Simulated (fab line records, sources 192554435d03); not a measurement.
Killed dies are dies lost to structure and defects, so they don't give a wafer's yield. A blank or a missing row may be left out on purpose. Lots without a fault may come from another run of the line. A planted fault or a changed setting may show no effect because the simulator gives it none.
fab line records | flow n5_finfet
record lots=10 wafers=30 last_day=19
route steps=1938 shown BEOL_M3@933 BEOL_M4@1111
lots that met no fault: from a run of the same line without faults
start_h: hours from the record's first day to the start of the lot's first wafer shown | wait_h: hours since the lot's step before | " the same as in the row above | L1.1+2: a row that stands for several wafers | - no value, or no start given | * or withheld: withheld | < > ~ a bound
route shown NAME@n: a module of which the file shows steps, and the number in the route of the first | usual: mean/standard deviation of fault-free wafers | same: alike in all rows | chamber/n: place in a boat | sites: the reading at each site | _std_site: their standard deviation | _edge_site: outer sites' mean less inner sites' | radius_mm: how far each site lies from the wafer's centre | mask NAME#n: copy n | behind: the tool/chamber that last shaped the wafer | hold: why the lot was held/for how many hours/how that ended | device: the transistor (n, p or np) that didn't switch | end of line: the same wafers' tests at the end of the route | a step without rows: its recipe alone | killed: dies lost to structure and defects at the first sort, not the wafer's yield | map: a wafer's dies, x killed, . not, _ none there
set.NAME: the setting as run; set.NAME@STEP: as run at that earlier step | model.NAME: the simulator's own value behind a step, which no gauge read
steps of the route over a sample of lots; a table a step, a row a wafer
services: from which hour (start_h, from the record's first day; less than 0 if before it) a tool's chamber was out of use, for how many hours, and why
## steps
# step N5_BEOL_M3_PECVD_72
# recipe material=SiO2 target_thk_a=160 temp_c=400 precursor=TEOS/O2 pressure_torr=5.5 rf_w=450 teos_flow_sccm=53.8 gas=O2 flow_sccm=3000 time_s=18
# usual heater_power_w=703/71 showerhead_plenum_p_Torr=8.77/0.043 throttle_valve_pct=22.5/1.2
# same time_s=18
# columns lot.wafer tool chamber start_h wait_h heater_power_w showerhead_plenum_p_Torr throttle_valve_pct
L720.2 pecvd-02 0 142.98 0.0 702 8.79 22.9
L720.5 " 1 " " 748 8.68 22.1
L720.6 " 0 " " 708 8.78 22.5
L719.2 pecvd-02 1 152.21 0.0 724 8.69 22.2
L719.4 " 2 " " 749 8.78 21.6
L719.6 " 1 " " 727 8.67 22.2
L721.2 pecvd-01 0 158.00 0.0 712 8.74 23.4
L721.3 " 1 " " 707 8.82 24.3
L721.4 " 2 " " 556 8.77 21.5
L722.2 pecvd-02 0 159.44 0.0 606 8.79 22.8
L722.4 " 1 " " 760 8.71 22.2
L722.5 " 2 " " 784 8.79 21.4
L726.3 pecvd-02 1 185.02 0.0 755 8.69 22.2
L726.5 " 0 " " 608 8.77 23.3
L726.6 " 1 " " 731 8.69 22.1
L727.1 pecvd-04 1 194.70 0.0 755 8.73 24.2
L727.3 " 0 " " 687 8.86 21.3
L727.5 " 1 " " 778 8.76 24.5
L731.1 pecvd-01 2 270.43 0.0 629 8.78 20.2
L731.5 " 0 " " 677 8.74 23.7
L731.6 " 2 " " 640 8.78 20.4
L734.3 pecvd-04 1 276.26 0.0 686 8.76 24.5
L734.4 " 0 " " 692 8.84 21.5
L734.6 " 2 " " 791 8.74 21.7
L735.2 pecvd-04 2 278.96 0.0 839 8.73 21.7
L735.4 " 1 " " 743 8.75 24.2
L735.5 " 2 " " 686 8.73 21.7
L742.4 pecvd-01 2 282.11 0.1 627 8.77 20.5
L742.5 " 0 " " 720 8.75 23.9
L742.6 " 1 " " 757 8.82 24.1
# step N5_BEOL_M3_HM_DEP_02
# recipe material=TiN target_thk_a=200 temp_c=25 chamber_pressure_pa=0.49996
# usual throttle_valve_pct=30.2/1.2
# columns lot.wafer tool chamber start_h wait_h throttle_valve_pct
L720.2 pvd_sputter-01 - 143.28 0.3 28.0
L720.5 " - " " 31.3
L720.6 " - " " 31.3
L719.2 pvd_sputter-02 - 152.80 0.6 30.0
L719.4 " - " " 31.5
L719.6 " - " " 29.9
L721.2 pvd_sputter-02 - 159.00 1.0 30.6
L721.3 " - " " 28.2
L721.4 " - " " 31.4
L722.2 pvd_sputter-01 - 160.02 0.6 31.5
L722.4 " - " " 28.1
L722.5 " - " " 31.2
L726.3 pvd_sputter-01 - 185.08 0.0 31.0
L726.5 " - " " 28.2
L726.6 " - " " 30.7
L727.1 pvd_sputter-01 - 195.22 0.5 31.3
L727.3 " - " " 30.8
L727.5 " - " " 31.1
L731.1 pvd_sputter-01 - 272.28 1.8 30.6
L731.5 " - " " 31.5
L731.6 " - " " 28.2
L734.3 pvd_sputter-01 - 277.83 1.6 28.3
L734.4 " - " " 30.6
L734.6 " - " " 31.8
L735.2 pvd_sputter-03 - 280.78 1.8 30.7
L735.4 " - " " 29.4
L735.5 " - " " 29.4
L742.4 pvd_sputter-03 - 283.84 1.7 29.1
L742.5 " - " " 30.2
L742.6 " - " " 29.5
# step N5_BEOL_M3_ETCH_64
# recipe chemistry=N2/H2 target=SOC target_depth_a=750 overetch_a=150 mask_material=SiARC temp_c=40 time_s=112.5 ion_energy_ev=200 pressure_mtorr=30 source_w=840 bias_w=150 n2_flow_sccm=200 h2_flow_sccm=200
# usual drypump_motor_current_A=5.8/0.38 h2_flow_sccm=200.0/0.54 oes_product_au=0.62/0.066 rf_vpp_V=523.7/2.1 showerhead_plenum_p_Torr=2.53/0.071 throttle_valve_pct=17.82/0.23
# same time_s=112.5
# columns lot.wafer tool chamber start_h wait_h drypump_motor_current_A h2_flow_sccm oes_product_au rf_hours_counter_h rf_vpp_V showerhead_plenum_p_Torr throttle_valve_pct
L720.2 rie_diel-02 1 144.00 0.0 6.4 199.1 0.57 180 523.3 2.53 17.65
L720.5 " 3 " " 5.5 200.2 0.72 - 527.5 2.69 17.53
L720.6 " 0 " " 6.3 200.2 0.58 - 521.9 2.52 17.73
L719.2 rie_diel-04 2 153.52 0.0 6.0 199.6 0.57 213 524.7 2.51 17.66
L719.4 " 3 " " 6.1 199.4 0.72 36 522.2 2.49 17.64
L719.6 " 1 " " 5.4 200.2 0.64 - 522.4 2.46 17.88
L721.2 rie_diel-02 3 159.61 0.0 5.5 199.6 0.71 19 528.6 2.69 17.54
L721.3 " 0 " " 6.3 200.4 0.57 177 523.9 2.52 17.72
L721.4 " 0 " " 6.3 199.6 0.57 - 523.0 2.52 17.73
L722.2 rie_diel-02 3 160.62 0.0 5.5 200.3 0.70 20 529.0 2.69 17.52
L722.4 " 0 " " 6.3 200.5 0.57 - 522.9 2.52 17.73
L722.5 " 2 " " 6.4 200.4 0.69 - 526.6 2.58 17.49
L726.3 rie_diel-04 2 185.67 0.0 6.0 199.9 0.57 221 521.6 2.50 17.68
L726.5 " 0 " " 5.6 198.9 0.57 - 523.8 2.54 18.09
L726.6 " 1 " " 5.4 200.0 0.63 - 522.6 2.46 17.90
L727.1 rie_diel-03 0 195.94 0.0 5.5 200.3 0.57 180 522.0 2.43 18.17
L727.3 " 2 " " 5.7 200.6 0.55 243 523.6 2.50 18.30
L727.5 " 0 " " 5.5 200.8 0.58 - 519.3 2.43 18.17
L731.1 rie_diel-04 3 273.00 0.0 6.1 200.0 0.68 69 522.6 2.48 17.68
L731.5 " 2 " " 6.0 200.5 0.55 - 523.3 2.49 17.73
L731.6 " 3 " " 6.1 200.4 0.68 - 523.3 2.48 17.69
L734.3 rie_diel-02 3 278.42 0.0 5.5 200.3 0.65 58 526.9 2.67 17.60
L734.4 " 2 " " 6.3 199.7 0.65 70 526.0 2.57 17.54
L734.6 " 2 " " 6.4 201.4 0.65 - 523.8 2.57 17.56
L735.2 rie_diel-03 3 281.50 0.0 5.7 199.6 0.70 27 524.7 2.60 17.65
L735.4 " 2 " " 5.7 200.2 0.74 7 523.3 2.49 17.83
L735.5 " 1 " " 5.2 199.6 0.68 - 524.7 2.58 17.74
L742.4 rie_diel-02 0 284.47 0.0 6.3 199.6 0.55 217 525.1 2.50 17.82
L742.5 " 1 " " 6.4 200.4 0.54 - 522.6 2.51 17.71
L742.6 " 0 " " 6.3 199.8 0.55 - 523.5 2.50 17.82
# step N5_BEOL_M3_COAT_22
# recipe resist=CAR-EUV spin_rpm=1500 resist_thk_nm=30
# usual spin_speed_rpm=1499.7/1
# columns lot.wafer tool chamber start_h wait_h spin_speed_rpm
L720.2 litho_track-01 0 144.48 - 1500.2
L720.5 " 0 " " 1500.9
L720.6 " 0 " " 1501.7
L719.2 litho_track-05 0 154.11 - 1498.4
L719.4 " 0 " " 1499.5
L719.6 " 0 " " 1499.1
L721.2 litho_track-01 0 160.13 - 1498.1
L721.3 " 0 " " 1500.7
L721.4 " 0 " " 1499.9
L722.2 litho_track-05 0 161.25 - 1499.1
L722.4 " 0 " " 1497.9
L722.5 " 0 " " 1500.3
L726.3 litho_track-01 0 186.06 - 1499.3
L726.5 " 0 " " 1497.8
L726.6 " 0 " " 1499.1
L727.1 litho_track-01 0 196.33 - 1498.7
L727.3 " 0 " " 1498.6
L727.5 " 0 " " 1498.9
L731.1 litho_track-03 0 273.39 - 1500.3
L731.5 " 0 " " 1498.7
L731.6 " 0 " " 1499.9
L734.3 litho_track-05 0 278.81 - 1063.6
L734.4 " 0 " " 1063.2
L734.6 " 0 " " 1062.8
L735.2 litho_track-05 0 281.89 - 1065.1
L735.4 " 0 " " 1063.2
L735.5 " 0 " " 1062.7
L742.4 litho_track-01 0 284.86 - 1498.5
L742.5 " 0 " " 1497.4
L742.6 " 0 " " 1500.4
# step N5_BEOL_M4_RC_MEAS_101
# usual DIBL_N=36.3/1.7 DIBL_P=36.5/2.1 IOFF_N=0.16/0.03 IOFF_P=0.22/0.035 ION_N=675/11 ION_P=465/7.1 SS_N=71.5/0.62 SS_P=73.3/0.64 VT_N=250/3.1 VT_P=-249.1/3
# columns lot.wafer tool chamber start_h wait_h DIBL_N[mV/V] DIBL_P[mV/V] IOFF_N[nA/um] IOFF_P[nA/um] ION_N[uA/um] ION_P[uA/um] SS_N[mV/dec] SS_P[mV/dec] VT_N[mV] VT_P[mV]
L720.2 prober-01 0 165.05 0.2 35.2 35.6 0.15 0.23 683 472 71.4 72.4 249 -244.8
L720.5 " 0 " " 37.2 38.1 0.18 0.28 671 469 71.3 73.8 246 -244.1
L720.6 " 0 " " 34.7 35.4 0.14 0.23 673 473 70.8 72.9 252 -244.3
L719.2 prober-01 0 170.56 0.8 37.8 38.9 0.19 0.26 682 470 72.1 73.8 246 -245.8
L719.4 " 0 " " 37.7 38.4 0.19 0.27 686 473 72.0 73.4 248 -246.1
L719.6 " 0 " " 35.5 36.7 0.15 0.23 675 469 71.0 72.5 252 -248.8
L721.2 prober-02 0 181.83 0.2 36.3 36.0 0.15 0.21 670 464 71.2 72.9 251 -248.5
L721.3 " 0 " " 39.2 38.8 0.22 0.24 679 462 71.9 73.5 245 -249.6
L721.4 " 0 " " 34.9 33.5 0.13 0.16 668 455 70.1 72.4 251 -255.4
L722.2 prober-02 0 188.85 0.2 37.0 37.1 0.16 0.24 688 479 71.4 73.4 249 -247.9
L722.4 " 0 " " 36.8 36.1 0.14 0.21 666 465 71.5 73.0 253 -248.5
L722.5 " 0 " " 38.2 38.9 0.19 0.27 689 476 71.7 73.9 247 -246.0
L726.3 prober-02 0 202.05 0.3 35.2 31.7 0.13 0.17 671 459 71.0 72.1 253 -252.1
L726.5 " 0 " " 37.0 34.8 0.16 0.20 685 467 71.5 72.7 249 -252.0
L726.6 " 0 " " 37.0 34.8 0.15 0.20 662 460 71.9 72.6 251 -250.5
L727.1 prober-01 0 216.56 0.0 37.3 38.1 0.17 0.25 674 468 72.4 74.2 250 -248.3
L727.3 " 0 " " 36.9 36.6 0.17 0.22 680 464 72.2 72.9 250 -248.9
L727.5 " 0 " " 36.4 36.7 0.16 0.22 677 466 71.0 72.9 249 -249.8
L731.1 prober-01 0 299.66 0.0 37.5 39.9 0.20 0.26 686 472 72.2 73.4 245 -247.8
L731.5 " 0 " " 34.9 35.6 0.14 0.19 670 457 72.2 73.0 252 -250.3
L731.6 " 0 " " 37.6 40.2 0.21 0.27 699 474 72.7 73.6 243 -246.3
L734.3 prober-02 0 307.56 0.3 39.1 37.8 0.19 0.24 671 470 72.9 73.6 247 -247.0
L734.4 " 0 " " 36.4 35.2 0.15 0.20 664 460 71.8 73.2 252 -249.7
L734.6 " 0 " " 37.4 36.1 0.16 0.23 668 465 71.3 73.7 250 -246.5
L735.2 prober-02 0 325.00 0.2 32.9 34.5 0.14 0.19 678 462 71.1 73.4 249 -251.0
L735.4 " 0 " " 33.7 35.4 0.14 0.20 661 459 71.2 72.9 249 -253.3
L735.5 " 0 " " 33.4 34.9 0.14 0.19 660 459 70.5 73.0 252 -251.4
L742.4 prober-02 0 332.50 0.5 36.4 38.1 0.16 0.23 671 467 71.5 73.8 252 -246.8
L742.5 " 0 " " 34.0 35.8 0.13 0.20 686 475 70.5 73.1 253 -248.7
L742.6 " 0 " " 36.9 38.7 0.19 0.24 691 480 71.2 73.9 245 -246.6
## services
# columns tool chamber start_h hours kind
pecvd-02 0 130.10 2.1 scheduled_down
pecvd-04 0 139.33 2.1 scheduled_down
pecvd-01 0 143.63 2.1 scheduled_down
pecvd-02 1 144.56 2.1 scheduled_down
rie_diel-03 1 151.97 - clean
rie_diel-03 1 151.97 - consumable_replace:focus_ring
rie_diel-03 1 151.97 16.5 scheduled_down
rie_diel-02 1 157.61 19.4 repair
rie_diel-04 - 165.30 1.5 repair
pecvd-01 2 202.38 - clean
pecvd-01 2 202.38 - consumable_replace:showerhead
pecvd-01 2 202.38 29.0 scheduled_down
pecvd-01 2 202.38 29.0 vent_cycle
rie_diel-03 3 204.86 4.9 repair
rie_diel-03 2 206.36 7.5 repair
litho_track-05 - 222.73 - consumable_replace:filter
pecvd-02 1 244.20 30.8 repair
pecvd-04 2 254.70 2.1 scheduled_down
rie_diel-04 2 276.93 - clean
rie_diel-04 2 276.93 - consumable_replace:focus_ring
rie_diel-04 2 276.93 23.6 scheduled_down
rie_diel-04 2 276.93 23.6 vent_cycle
litho_track-01 - 283.85 - consumable_replace:filter
pecvd-01 2 284.86 2.1 scheduled_down
## key
first_sign step=N5_BEOL_M3_COAT_22 reading=spin_speed_rpm direction=down sigmas=99+ usual=* struck=*
effect none on later readings
met_at N5_BEOL_M3_COAT_22
struck_lots L734,L735
not_acting_at N5_BEOL_M3_PECVD_72,N5_BEOL_M3_HM_DEP_02,N5_BEOL_M3_ETCH_64
onset_between 161.25 278.81
fault kind=process_parameter_drift tool=litho_track-05 chamber=- onset_h=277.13 steps=N5_BEOL_M3_COAT_22 channel=spin_rpm offset=* shape=step end_h=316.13 acts_in=* stated=*
